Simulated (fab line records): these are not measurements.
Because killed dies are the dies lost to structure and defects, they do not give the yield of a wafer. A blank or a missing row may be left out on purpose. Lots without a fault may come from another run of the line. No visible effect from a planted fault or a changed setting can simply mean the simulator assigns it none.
fab line records	flow n5_finfet
[record] lots = 5	wafers = 15	last_day = 18
route steps=1938 shown BEOL_M3@963
lots untouched by any fault: they come from a run of this same line in which no faults occurred
start_h: the number of hours between the record's first day and the start of the first shown wafer of the lot	wait_h: how many hours have passed since the lot's step before this one	" same as the row above	L1.1+2: several wafers, shown together as one row	- no value, or no start given	* or withheld: withheld	< > ~ a bound
route shown NAME@n: names a module that has steps shown in the file, with the first one's number in the route	usual: the fault-free wafers' mean and standard deviation	same: alike in all rows	chamber/n: place in a boat	sites: readings site by site	_std_site: the standard deviation of these	_edge_site: outer sites' mean less inner sites'	radius_mm: how far each site lies from the wafer's centre	mask NAME#n: copy n	behind: tool/chamber where the wafer was last shaped	hold: cause of the lot's hold/its duration in hours/its outcome	device: whichever transistor did not switch (one of n, p or np)	end of line: the tests these same wafers got at the end of their route	a step given without rows: its recipe and nothing more	killed: dies lost to structure and defects at the first sort, not the wafer's yield	map: shows each die of a wafer: x if killed, . if not, _ if none is there
set.NAME: setting as actually run; set.NAME@STEP: the setting as run at that earlier step	model.NAME: the simulator's own value behind a step, which no gauge read
lots at some steps of the route; a table a step, a row a wafer
services: from which hour (start_h, from the record's first day; less than 0 if before it) a tool's chamber was out of use, for how many hours, and why
[[steps]]
[step N5_BEOL_M3_EXPOSE_25]
[recipe] mask_id = V2	na = 0.33	source_shape = quasar	sigma_inner = 0.2	sigma_outer = 0.8	polarization = unpolarized	defocus_nm = 5	dose_mj = 63
[usual] exposure_dose_mJ_cm2 = 62.88/0.12	stage_msd_nm = 0.85/0.046
lot.wafer	tool	chamber	start_h	wait_h	mask	exposure_dose_mJ_cm2	stage_msd_nm
L079.2	euv_scanner-01	0	188.72	-	V2#0	62.86	0.88
L079.3	"	0	"	"	V2#0	62.95	0.87
L079.6	"	0	"	"	V2#0	62.82	0.88
L082.1	euv_scanner-02	0	206.07	-	V2#0	63.01	0.80
L082.2	"	0	"	"	V2#0	62.96	0.80
L082.4	"	0	"	"	V2#0	63.00	0.79
L086.1	euv_scanner-01	0	227.86	-	V2#0	62.74	0.88
L086.3	"	0	"	"	V2#0	62.88	0.88
L086.4	"	0	"	"	V2#0	62.74	0.87
L090.1	euv_scanner-01	0	255.00	-	V2#0	62.90	0.89
L090.2	"	0	"	"	V2#0	62.85	0.88
L090.6	"	0	"	"	V2#0	62.87	0.89
L094.3	euv_scanner-01	0	280.78	-	V2#0	62.84	0.90
L094.4	"	0	"	"	V2#0	62.81	0.91
L094.6	"	0	"	"	V2#0	62.78	0.90
[step N5_BEOL_M3_PEB_26]
[recipe] peb_temp_c = 100	peb_time_s = 60	resist = CAR-EUV
lot.wafer	tool	chamber	start_h	wait_h
L079.2+3+6	litho_track-03	0	188.79	0.1
L082.1+2+4	litho_track-04	0	206.15	0.1
L086.1+3+4	litho_track-04	0	227.93	0.1
L090.1+2+6	litho_track-04	0	255.08	0.1
L094.3+4+6	litho_track-03	0	280.84	0.1
[step N5_BEOL_M3_DEVELOP_27]
[recipe] develop_time_s = 30	developer = TMAH	resist = CAR-EUV	rinse_liquid = surfactant_rinse	dry = air_spin	dev_temp_c = 23
lot.wafer	tool	chamber	start_h	wait_h
L079.2+3+6	litho_track-03	0	-	-
L082.1+2+4	litho_track-04	0	-	-
L086.1+3+4	litho_track-04	0	-	-
L090.1+2+6	litho_track-04	0	-	-
L094.3+4+6	litho_track-03	0	-	-
[step N5_BEOL_M3_CD_MEAS_28]
[recipe] target_cd_nm = 25.7	landing_energy_ev = 500	detector = se_inlens	target_cd_y_nm = 23.3	polarity = opening
[usual] cd_nm = 25.68/0.21
lot.wafer	tool	chamber	start_h	wait_h	cd_nm
L079.2	cd_sem-03	0	188.86	-	25.37
L079.3	"	0	"	"	25.70
L079.6	"	0	"	"	25.26
L082.1	cd_sem-03	0	206.22	-	25.61
L082.2	"	0	"	"	25.60
L082.4	"	0	"	"	25.67
L086.1	cd_sem-01	0	228.00	-	25.79
L086.3	"	0	"	"	25.61
L086.4	"	0	"	"	25.11
L090.1	cd_sem-01	0	255.15	-	25.71
L090.2	"	0	"	"	25.62
L090.6	"	0	"	"	25.68
L094.3	cd_sem-01	0	280.91	-	25.42
L094.4	"	0	"	"	25.48
L094.6	"	0	"	"	25.60
[step N5_BEOL_M3_OVL_MEAS_29]
[recipe] points_per_wafer = 522
[usual] V2_OVL = 0.5/0.62
lot.wafer	tool	chamber	start_h	wait_h	V2_OVL[nm]
L079.2	overlay-02	0	188.90	0.0	0.9
L079.3	"	0	"	"	0.3
L079.6	"	0	"	"	1.0
L082.1	overlay-01	0	206.25	0.0	0.1
L082.2	"	0	"	"	0.1
L082.4	"	0	"	"	-0.5
L086.1	overlay-02	0	228.03	0.0	0.5
L086.3	"	0	"	"	1.4
L086.4	"	0	"	"	0.4
L090.1	overlay-02	0	255.18	0.0	1.3
L090.2	"	0	"	"	1.7
L090.6	"	0	"	"	1.9
L094.3	overlay-01	0	280.95	0.0	-0.1
L094.4	"	0	"	"	0.7
L094.6	"	0	"	"	-0.1
[step N5_BEOL_M3_INSPECT_30]
[recipe] mode = adi	inspect_instrument = brightfield
[usual] raw_defect_count = 441/110
lot.wafer	tool	chamber	start_h	wait_h	raw_defect_count
L079.2	defect_inspect-02	-	188.95	0.0	274
L079.3	"	-	"	"	399
L079.6	"	-	"	"	408
L082.1	defect_inspect-01	-	206.31	0.1	606
L082.2	"	-	"	"	584
L082.4	"	-	"	"	347
L086.1	defect_inspect-02	-	228.09	0.1	444
L086.3	"	-	"	"	409
L086.4	"	-	"	"	682
L090.1	defect_inspect-01	-	255.23	0.1	660
L090.2	"	-	"	"	569
L090.6	"	-	"	"	577
L094.3	defect_inspect-02	-	281.00	0.0	574
L094.4	"	-	"	"	399
L094.6	"	-	"	"	407
[step N5_BEOL_M3_DESCUM_33]
[recipe] chemistry = O2	time_s = 7	source_power_w = 50	bias_power_w = 20	pressure_mtorr = 20	rf_frequency_hz = 2.712e+07	temp_c = 40	resist = CAR-EUV	o2_flow_sccm = 225
[usual] drypump_motor_current_A = 5.8/0.49	oes_product_au = 0.79/0.075	rf_vpp_V = 243.1/1.4	showerhead_plenum_p_Torr = 2.10/0.064	throttle_valve_pct = 20.44/0.27
lot.wafer	tool	chamber	start_h	wait_h	drypump_motor_current_A	oes_product_au	rf_hours_counter_h	rf_vpp_V	showerhead_plenum_p_Torr	throttle_valve_pct
L079.2	rie_diel-06	0	188.98	0.0	6.6	0.91	35	243.6	2.13	19.82
L079.3	"	1	"	"	5.2	0.93	12	245.7	2.14	20.47
L079.6	"	0	"	"	6.6	0.91	-	243.2	2.13	19.81
L082.1	rie_diel-03	0	206.34	0.0	5.5	0.91	22	243.9	2.13	20.27
L082.2	"	3	"	"	4.7	0.76	141	242.3	2.02	20.54
L082.4	"	2	"	"	5.1	0.78	99	244.1	2.13	20.52
L086.1	rie_diel-01	2	228.12	0.0	5.9	0.76	115	246.3	2.21	20.55
L086.3	"	0	"	"	6.0	0.70	187	243.7	2.10	20.80
L086.4	"	3	"	"	6.3	0.85	55	241.6	2.05	20.13
L090.1	rie_diel-01	1	255.27	0.0	5.8	0.69	213	242.1	2.00	20.67
L090.2	"	2	"	"	5.9	0.75	123	244.4	2.20	20.57
L090.6	"	2	"	"	5.9	0.76	-	243.9	2.20	20.56
L094.3	rie_diel-01	1	281.03	0.0	5.8	0.70	220	241.4	1.99	20.68
L094.4	"	1	"	"	5.8	0.69	-	240.4	1.99	20.67
L094.6	"	3	"	"	6.2	0.84	-	242.2	2.04	20.16
[step N5_BEOL_M3_ETCH_77]
[recipe] chemistry = N2/H2	target = underlayer	target_depth_a = 65	mask_material = CAR-EUV	time_s = 5.2	ion_energy_ev = 200	pressure_mtorr = 30	source_w = 840	bias_w = 150	n2_flow_sccm = 200	h2_flow_sccm = 200	ends = cleared
[usual] drypump_motor_current_A = 5.8/0.49	etch_rf_on_time_s = 5.23/0.13	oes_product_au = 0.67/0.065	rf_vpp_V = 523.8/2.6	showerhead_plenum_p_Torr = 2.54/0.08	throttle_valve_pct = 17.82/0.25
lot.wafer	tool	chamber	start_h	wait_h	drypump_motor_current_A	etch_rf_on_time_s	oes_product_au	rf_hours_counter_h	rf_vpp_V	showerhead_plenum_p_Torr	throttle_valve_pct
L079.2	rie_diel-06	0	189.02	0.0	6.6	5.29	0.76	35	525.8	2.61	17.35
L079.3	"	1	"	"	5.2	4.98	0.81	12	525.6	2.60	18.00
L079.6	"	0	"	"	6.6	5.37	0.76	-	523.7	2.61	17.34
L082.1	rie_diel-03	0	206.38	0.0	5.5	5.30	0.76	22	524.9	2.61	17.72
L082.2	"	3	"	"	4.7	5.13	0.65	141	521.1	2.44	18.02
L082.4	"	2	"	"	5.1	5.13	0.68	99	524.1	2.58	17.90
L086.1	rie_diel-01	2	228.16	0.0	5.8	5.37	0.65	115	530.0	2.66	17.77
L086.3	"	0	"	"	6.1	5.41	0.59	187	525.0	2.53	18.04
L086.4	"	3	"	"	6.3	5.27	0.73	55	523.0	2.46	17.38
L090.1	rie_diel-01	1	255.30	0.0	5.8	5.07	0.60	213	521.0	2.42	18.09
L090.2	"	2	"	"	5.9	5.32	0.64	123	528.7	2.65	17.81
L090.6	"	2	"	"	5.9	5.27	0.65	-	525.2	2.65	17.80
L094.3	rie_diel-01	1	281.06	0.0	5.8	5.05	0.60	220	519.8	2.42	18.11
L094.4	"	1	"	"	5.8	5.04	0.61	-	519.9	2.42	18.11
L094.6	"	3	"	"	6.3	5.17	0.71	-	523.6	2.46	17.42
[step N5_BEOL_M3_ETCH_69]
[recipe] chemistry = CF4	target = SiARC	target_depth_a = 156	mask_material = CAR-EUV	time_s = 26	ion_energy_ev = 80	pressure_mtorr = 40	source_w = 545	bias_w = 36	Ar_flow_sccm = 100	cf4_flow_sccm = 100	ends = cleared
[usual] drypump_motor_current_A = 5.8/0.49	etch_rf_on_time_s = 26.2/0.65	oes_product_au = 0.67/0.066	rf_vpp_V = 184.1/1.3	showerhead_plenum_p_Torr = 2.14/0.065	throttle_valve_pct = 15.59/0.24
lot.wafer	tool	chamber	start_h	wait_h	drypump_motor_current_A	etch_rf_on_time_s	oes_product_au	rf_hours_counter_h	rf_vpp_V	showerhead_plenum_p_Torr	throttle_valve_pct
L079.2	rie_diel-06	0	189.03	0.0	6.6	26.0	0.78	35	184.7	2.19	15.06
L079.3	"	1	"	"	5.2	24.7	0.82	12	185.2	2.20	15.67
L079.6	"	0	"	"	6.6	26.4	0.76	-	185.6	2.19	15.08
L082.1	rie_diel-03	0	206.39	0.0	5.5	26.0	0.78	22	185.2	2.18	15.45
L082.2	"	3	"	"	4.7	26.0	0.65	141	182.5	2.05	15.61
L082.4	"	2	"	"	5.1	25.6	0.68	99	183.9	2.15	15.46
L086.1	rie_diel-01	2	228.18	0.0	5.9	26.8	0.65	115	186.1	2.24	15.69
L086.3	"	0	"	"	6.0	26.8	0.59	187	184.8	2.13	15.83
L086.4	"	3	"	"	6.3	26.0	0.73	55	184.9	2.08	15.24
L090.1	rie_diel-01	1	255.32	0.0	5.8	25.9	0.60	213	183.9	2.05	15.87
L090.2	"	2	"	"	5.8	26.9	0.65	123	184.6	2.24	15.72
L090.6	"	2	"	"	5.8	27.1	0.64	-	183.9	2.24	15.69
L094.3	rie_diel-01	1	281.08	0.0	5.8	25.1	0.61	220	183.0	2.05	15.88
L094.4	"	1	"	"	5.8	25.2	0.60	-	182.7	2.05	15.86
L094.6	"	3	"	"	6.2	25.7	0.72	-	182.3	2.08	15.28
[step N5_BEOL_M3_ALD_98]
[recipe] material = SiO2	target_thk_a = 25	temp_c = 100	ald_precursor_family = BDEAS	ald_co_reactant = O2-plasma	pulse_time_s = 1	co_reactant_pulse_time_s = 1	purge_time_s = 2	co_reactant_purge_time_s = 2	ald_cycles = 17	pressure_torr = 2
[usual] heater_power_outer_w = 41/4	heater_power_w = 80/5.7	precursor_pulse_height_rel = 1.005/0.018
[same] purge_time_s = 2
lot.wafer	tool	chamber	start_h	wait_h	heater_power_outer_w	heater_power_w	precursor_pulse_height_rel
L079.2	ald_sin-01	1	190.45	1.4	41	84	0.987
L079.3	"	3	"	"	49	94	1.026
L079.6	"	0	"	"	39	80	0.991
L082.1	ald_sin-03	1	206.68	0.3	46	83	0.981
L082.2	"	3	"	"	42	79	0.983
L082.4	"	2	"	"	40	76	0.972
L086.1	ald_sin-03	0	228.37	0.2	33	69	1.000
L086.3	"	2	"	"	41	77	0.991
L086.4	"	3	"	"	41	81	1.011
L090.1	ald_sin-03	3	255.56	0.2	42	81	1.015
L090.2	"	2	"	"	41	77	0.986
L090.6	"	3	"	"	43	78	0.987
L094.3	ald_sin-01	3	281.16	0.1	50	96	0.999
L094.4	"	2	"	"	39	77	0.988
L094.6	"	0	"	"	39	81	0.986
[step N5_BEOL_M3_ETCHBACK_99]
[recipe] chemistry = CHF3	target = SiO2	target_depth_a = 50	time_s = 10.4	source_w = 215	bias_w = 47	Ar_flow_sccm = 200	CHF3_flow_sccm = 12	ion_energy_ev = 100	pressure_mtorr = 30
[usual] drypump_motor_current_A = 5.7/0.52	oes_product_au = 0.79/0.076	rf_vpp_V = 242/3.2	showerhead_plenum_p_Torr = 2.15/0.07	throttle_valve_pct = 17.06/0.26
lot.wafer	tool	chamber	start_h	wait_h	drypump_motor_current_A	oes_product_au	rf_hours_counter_h	rf_vpp_V	showerhead_plenum_p_Torr	throttle_valve_pct
L079.2	rie_diel-06	3	191.19	0.7	6.0	0.74	151	244	2.14	16.94
L079.3	"	1	"	"	5.2	0.95	13	236	2.22	17.19
L079.6	"	1	"	"	5.2	0.94	-	237	2.22	17.20
L082.1	rie_diel-01	2	208.65	1.9	5.9	0.77	110	244	2.25	17.12
L082.2	"	0	"	"	6.1	0.70	181	247	2.13	17.23
L082.4	"	1	"	"	5.8	0.71	199	240	2.06	17.29
L086.1	rie_diel-01	2	238.54	10.1	5.9	0.75	119	244	2.25	17.13
L086.3	"	0	"	"	6.1	0.69	190	244	2.13	17.24
L086.4	"	1	"	"	5.8	0.70	208	242	2.06	17.29
L090.1	rie_diel-03	0	259.91	4.3	5.5	0.88	37	247	2.18	16.93
L090.2	"	3	"	"	4.7	0.75	154	238	2.07	17.16
L090.6	"	1	"	"	5.0	0.80	-	243	2.07	17.29
L094.3	rie_diel-06	1	291.91	10.7	5.2	0.87	46	235	2.21	17.25
L094.4	"	3	"	"	6.0	0.72	180	242	2.13	16.98
L094.6	"	0	"	"	6.6	0.86	-	240	2.17	16.51
[step N5_BEOL_M3_ETCH_70]
[recipe] chemistry = N2/H2	target = SOC	target_depth_a = 800	overetch_a = 160	mask_material = SiARC	temp_c = 40	time_s = 120	ion_energy_ev = 200	pressure_mtorr = 30	source_w = 840	bias_w = 150	n2_flow_sccm = 200	h2_flow_sccm = 200
[usual] drypump_motor_current_A = 5.8/0.51	oes_product_au = 0.60/0.054	rf_vpp_V = 523.9/2.3	showerhead_plenum_p_Torr = 2.54/0.078	throttle_valve_pct = 17.81/0.25
lot.wafer	tool	chamber	start_h	wait_h	drypump_motor_current_A	oes_product_au	rf_hours_counter_h	rf_vpp_V	showerhead_plenum_p_Torr	throttle_valve_pct
L079.2	rie_diel-06	3	191.23	0.0	5.9	0.58	151	524.5	2.53	17.65
L079.3	"	1	"	"	5.2	0.71	13	524.9	2.60	17.93
L079.6	"	1	"	"	5.2	0.71	-	527.2	2.60	17.94
L082.1	rie_diel-01	2	208.68	0.0	5.9	0.60	110	527.0	2.66	17.75
L082.2	"	0	"	"	6.0	0.55	181	524.1	2.53	18.03
L082.4	"	1	"	"	5.8	0.54	199	521.0	2.43	18.01
L086.1	rie_diel-01	2	238.58	0.0	5.9	0.60	119	527.6	2.66	17.78
L086.3	"	0	"	"	6.1	0.55	190	523.9	2.53	18.02
L086.4	"	1	"	"	5.8	0.54	208	521.5	2.43	18.04
L090.1	rie_diel-03	0	259.95	0.0	5.5	0.66	37	524.3	2.60	17.73
L090.2	"	3	"	"	4.7	0.57	154	521.5	2.44	18.00
L090.6	"	1	"	"	5.0	0.61	-	521.0	2.45	18.09
L094.3	rie_diel-06	1	291.94	0.0	5.2	0.65	46	524.8	2.59	18.01
L094.4	"	3	"	"	6.0	0.56	180	522.9	2.52	17.71
L094.6	"	0	"	"	6.6	0.65	-	524.5	2.59	17.37
[step N5_BEOL_M3_STRIP_71]
[recipe] chemistry = N2/H2	temp_c = 40	n2_flow_sccm = 200	h2_flow_sccm = 200	rf_frequency_hz = 6e+07
lot.wafer	tool	chamber	start_h	wait_h
L079.2+3+6	rie_diel-06	3,1,1	191.31	0.0
L082.1+2+4	rie_diel-01	2,0,1	208.76	0.0
L086.1+3+4	rie_diel-01	2,0,1	238.66	0.0
L090.1+2+6	rie_diel-03	0,3,1	260.03	0.0
L094.3+4+6	rie_diel-06	1,3,0	292.02	0.0
[step N5_BEOL_M3_STRIP_78]
[recipe] chemistry = N2/H2	temp_c = 40	n2_flow_sccm = 200	h2_flow_sccm = 200	rf_frequency_hz = 6e+07
lot.wafer	tool	chamber	start_h	wait_h
L079.2+3+6	rie_diel-06	3,1,1	191.32	0.0
L082.1+2+4	rie_diel-01	2,0,1	208.77	0.0
L086.1+3+4	rie_diel-01	2,0,1	238.67	0.0
L090.1+2+6	rie_diel-03	0,3,1	260.04	0.0
L094.3+4+6	rie_diel-06	1,3,0	292.03	0.0
[step N5_BEOL_M3_VIA_ETCH_34]
[recipe] chemistry = C4F6/O2	target_depth_a = 694	mask_material = SOC	pressure_mtorr = 15	ion_energy_ev = 250	taper_deg = 4	time_s = 65.9	source_w = 350	bias_w = 170	Ar_flow_sccm = 300	C4F6_flow_sccm = 10	O2_flow_sccm = 10
[usual] drypump_motor_current_A = 5.8/0.52	oes_product_au = 0.79/0.076	rf_vpp_V = 669/8.4	showerhead_plenum_p_Torr = 2.84/0.088	throttle_valve_pct = 30.7/0.31
lot.wafer	tool	chamber	start_h	wait_h	drypump_motor_current_A	oes_product_au	rf_hours_counter_h	rf_vpp_V	showerhead_plenum_p_Torr	throttle_valve_pct
L079.2	rie_diel-06	3	191.33	0.0	6.0	0.75	151	675	2.83	30.6
L079.3	"	1	"	"	5.2	0.95	13	655	2.93	31.0
L079.6	"	1	"	"	5.2	0.94	-	656	2.93	31.0
L082.1	rie_diel-01	2	208.78	0.0	5.9	0.76	110	676	2.97	30.7
L082.2	"	0	"	"	6.0	0.70	181	680	2.82	30.8
L082.4	"	1	"	"	5.8	0.71	199	666	2.72	31.0
L086.1	rie_diel-01	2	238.68	0.0	5.8	0.76	119	675	2.97	30.7
L086.3	"	0	"	"	6.0	0.70	190	682	2.81	30.8
L086.4	"	1	"	"	5.8	0.71	208	665	2.72	31.0
L090.1	rie_diel-03	0	260.05	0.0	5.5	0.87	37	681	2.89	30.6
L090.2	"	3	"	"	4.7	0.75	154	658	2.73	30.9
L090.6	"	1	"	"	5.0	0.79	-	673	2.73	31.1
L094.3	rie_diel-06	1	292.04	0.0	5.2	0.87	46	653	2.91	31.1
L094.4	"	3	"	"	6.0	0.72	181	674	2.82	30.7
L094.6	"	0	"	"	6.6	0.85	-	662	2.87	30.1
[step N5_BEOL_M3_STRIP_83]
[recipe] chemistry = C4F6/O2	resist = SiARC	rf_frequency_hz = 6e+07
lot.wafer	tool	chamber	start_h	wait_h
L079.2+3+6	rie_diel-06	3,1,1	191.38	0.0
L082.1+2+4	rie_diel-01	2,0,1	208.83	0.0
L086.1+3+4	rie_diel-01	2,0,1	238.73	0.0
L090.1+2+6	rie_diel-03	0,3,1	260.10	0.0
L094.3+4+6	rie_diel-06	1,3,0	292.09	0.0
[step N5_BEOL_M3_STRIP_36]
[recipe] chemistry = N2/H2	power_w = 450	temp_c = 40	pressure_mtorr = 20	rf_frequency_hz = 6e+07	overash_fraction = 0.3	bias_power_w = 7	h2_frac = 0.5	n2_flow_sccm = 200	h2_flow_sccm = 200
[usual] drypump_motor_current_A = 5.8/0.52	oes_product_au = 0.79/0.074	rf_vpp_V = 59.3/1.5	showerhead_plenum_p_Torr = 2.54/0.078	throttle_valve_pct = 23.62/0.29
lot.wafer	tool	chamber	start_h	wait_h	drypump_motor_current_A	oes_product_au	rf_hours_counter_h	rf_vpp_V	showerhead_plenum_p_Torr	throttle_valve_pct
L079.2	rie_diel-06	3	191.39	0.0	6.0	0.75	151	57.7	2.53	23.50
L079.3	"	1	"	"	5.2	0.92	13	58.6	2.60	23.88
L079.6	"	1	"	"	5.2	0.92	-	59.7	2.60	23.87
L082.1	rie_diel-01	2	208.84	0.0	5.9	0.77	110	60.2	2.66	23.41
L082.2	"	0	"	"	6.1	0.71	181	60.9	2.53	23.79
L082.4	"	1	"	"	5.8	0.71	199	56.6	2.43	23.85
L086.1	rie_diel-01	2	238.74	0.0	5.9	0.77	119	57.9	2.65	23.43
L086.3	"	0	"	"	6.0	0.71	190	59.5	2.53	23.81
L086.4	"	1	"	"	5.8	0.69	208	60.3	2.42	23.83
L090.1	rie_diel-03	0	260.11	0.0	5.5	0.89	37	58.5	2.60	23.51
L090.2	"	3	"	"	4.7	0.75	154	58.8	2.43	23.99
L090.6	"	1	"	"	5.0	0.80	-	60.5	2.45	24.00
L094.3	rie_diel-06	1	292.10	0.0	5.2	0.86	46	60.7	2.59	23.93
L094.4	"	3	"	"	6.0	0.74	181	60.9	2.51	23.51
L094.6	"	0	"	"	6.6	0.86	-	62.3	2.59	23.19
[step N5_BEOL_M3_TRENCH_ETCH_37]
[recipe] chemistry = C4F6/O2	target_depth_a = 555.55	target = SiOC	time_s = 29.2	ion_energy_ev = 250	pressure_mtorr = 30	source_w = 355	bias_w = 185	Ar_flow_sccm = 300	C4F6_flow_sccm = 10	O2_flow_sccm = 10
[usual] drypump_motor_current_A = 5.8/0.52	oes_product_au = 0.79/0.076	rf_vpp_V = 669/8.8	showerhead_plenum_p_Torr = 2.85/0.088	throttle_valve_pct = 20.85/0.27
lot.wafer	tool	chamber	start_h	wait_h	drypump_motor_current_A	oes_product_au	rf_hours_counter_h	rf_vpp_V	showerhead_plenum_p_Torr	throttle_valve_pct
L079.2	rie_diel-06	3	-	-	6.0	0.74	151	673	2.84	20.69
L079.3	"	1	"	"	5.2	0.96	13	653	2.93	21.09
L079.6	"	1	"	"	5.2	0.95	-	655	2.93	21.09
L082.1	rie_diel-01	2	-	-	5.9	0.78	110	677	2.98	20.92
L082.2	"	0	"	"	6.1	0.70	181	680	2.82	20.97
L082.4	"	1	"	"	5.8	0.71	199	665	2.73	21.09
L086.1	rie_diel-01	2	-	-	5.9	0.77	119	676	2.97	20.93
L086.3	"	0	"	"	6.0	0.69	190	681	2.82	21.00
L086.4	"	1	"	"	5.8	0.71	208	665	2.73	21.08
L090.1	rie_diel-03	0	-	-	5.4	0.88	37	683	2.89	20.74
L090.2	"	3	"	"	4.7	0.75	154	660	2.74	20.94
L090.6	"	1	"	"	5.0	0.80	-	673	2.74	21.09
L094.3	rie_diel-06	1	-	-	5.2	0.87	46	654	2.92	21.13
L094.4	"	3	"	"	6.0	0.73	181	674	2.82	20.76
L094.6	"	0	"	"	6.6	0.86	-	663	2.88	20.26
[step N5_BEOL_M3_ETCH_41]
[recipe] chemistry = CH3F/O2	target = SiCN	target_depth_a = 299	taper_deg = 2	time_s = 52.5	ion_energy_ev = 120	mask_material = TiN	pressure_mtorr = 30	source_w = 395	bias_w = 75	Ar_flow_sccm = 150	CH3F_flow_sccm = 30	O2_flow_sccm = 20
[usual] drypump_motor_current_A = 5.8/0.52	oes_product_au = 0.79/0.077	rf_vpp_V = 297.3/1.5	showerhead_plenum_p_Torr = 2.00/0.063	throttle_valve_pct = 16.31/0.25
lot.wafer	tool	chamber	start_h	wait_h	drypump_motor_current_A	oes_product_au	rf_hours_counter_h	rf_vpp_V	showerhead_plenum_p_Torr	throttle_valve_pct
L079.2	rie_diel-06	3	-	-	6.0	0.75	151	298.9	2.00	16.21
L079.3	"	1	"	"	5.2	0.94	13	296.7	2.07	16.44
L079.6	"	1	"	"	5.2	0.94	-	297.9	2.06	16.43
L082.1	rie_diel-01	2	-	-	5.9	0.77	110	299.9	2.10	16.36
L082.2	"	0	"	"	6.0	0.70	181	295.8	1.99	16.51
L082.4	"	1	"	"	5.8	0.72	199	295.6	1.91	16.52
L086.1	rie_diel-01	2	-	-	5.9	0.76	119	299.5	2.09	16.38
L086.3	"	0	"	"	6.1	0.69	190	297.7	1.98	16.54
L086.4	"	1	"	"	5.8	0.70	208	296.1	1.91	16.54
L090.1	rie_diel-03	0	-	-	5.5	0.87	37	297.9	2.03	16.17
L090.2	"	3	"	"	4.7	0.75	154	295.2	1.92	16.39
L090.6	"	1	"	"	5.0	0.80	-	296.2	1.92	16.54
L094.3	rie_diel-06	1	-	-	5.2	0.87	46	297.6	2.05	16.48
L094.4	"	3	"	"	6.0	0.73	181	297.6	1.99	16.26
L094.6	"	0	"	"	6.6	0.86	-	299.0	2.02	15.78
[step N5_BEOL_M3_STRIP_97]
[recipe] chemistry = N2/H2	time_s = 10	power_w = 450	temp_c = 40	pressure_mtorr = 20	rf_frequency_hz = 6e+07	bias_power_w = 7	n2_flow_sccm = 200	h2_flow_sccm = 200
[usual] drypump_motor_current_A = 5.8/0.52	oes_product_au = 0.79/0.075	rf_vpp_V = 59.1/1	showerhead_plenum_p_Torr = 2.54/0.078	throttle_valve_pct = 23.62/0.3
lot.wafer	tool	chamber	start_h	wait_h	drypump_motor_current_A	oes_product_au	rf_hours_counter_h	rf_vpp_V	showerhead_plenum_p_Torr	throttle_valve_pct
L079.2	rie_diel-06	3	-	-	6.0	0.76	151	58.7	2.53	23.49
L079.3	"	1	"	"	5.2	0.93	13	59.4	2.60	23.86
L079.6	"	1	"	"	5.2	0.93	-	59.0	2.60	23.86
L082.1	rie_diel-01	2	-	-	5.9	0.76	110	59.1	2.66	23.42
L082.2	"	0	"	"	6.1	0.70	181	59.1	2.53	23.79
L082.4	"	1	"	"	5.8	0.70	199	58.0	2.43	23.85
L086.1	rie_diel-01	2	-	-	5.9	0.76	119	60.0	2.65	23.41
L086.3	"	0	"	"	6.1	0.70	190	58.3	2.53	23.80
L086.4	"	1	"	"	5.8	0.70	208	59.5	2.42	23.86
L090.1	rie_diel-03	0	-	-	5.5	0.89	37	59.0	2.60	23.51
L090.2	"	3	"	"	4.7	0.75	154	59.8	2.43	24.00
L090.6	"	1	"	"	5.0	0.80	-	59.5	2.45	23.99
L094.3	rie_diel-06	1	-	-	5.2	0.88	46	57.6	2.59	23.91
L094.4	"	3	"	"	6.0	0.73	181	59.3	2.51	23.51
L094.6	"	0	"	"	6.6	0.86	-	59.9	2.59	23.20
[[services]]
tool	chamber	start_h	hours	kind
euv_scanner-02	-	164.78	1.0	pm
rie_diel-06	3	170.12	4.2	repair
euv_scanner-02	-	176.37	1.6	repair
euv_scanner-02	-	185.36	4.6	pm
euv_scanner-01	-	189.96	1.0	pm
euv_scanner-01	-	196.49	12.0	pm
ald_sin-03	-	209.92	6.1	pm
euv_scanner-02	-	220.93	1.0	pm
rie_diel-06	2	224.10	3.8	repair
euv_scanner-01	-	243.97	1.0	pm
euv_scanner-02	0	250.36	-	calibration
rie_diel-03	2	257.70	2.6	repair
euv_scanner-01	-	265.61	0.6	repair
ald_sin-01	0	270.56	5.0	repair
ald_sin-03	-	275.67	0.6	repair
euv_scanner-02	-	277.08	1.0	pm
rie_diel-03	-	281.46	14.6	pm
euv_scanner-01	-	282.41	4.6	pm
[[key]]
fault none
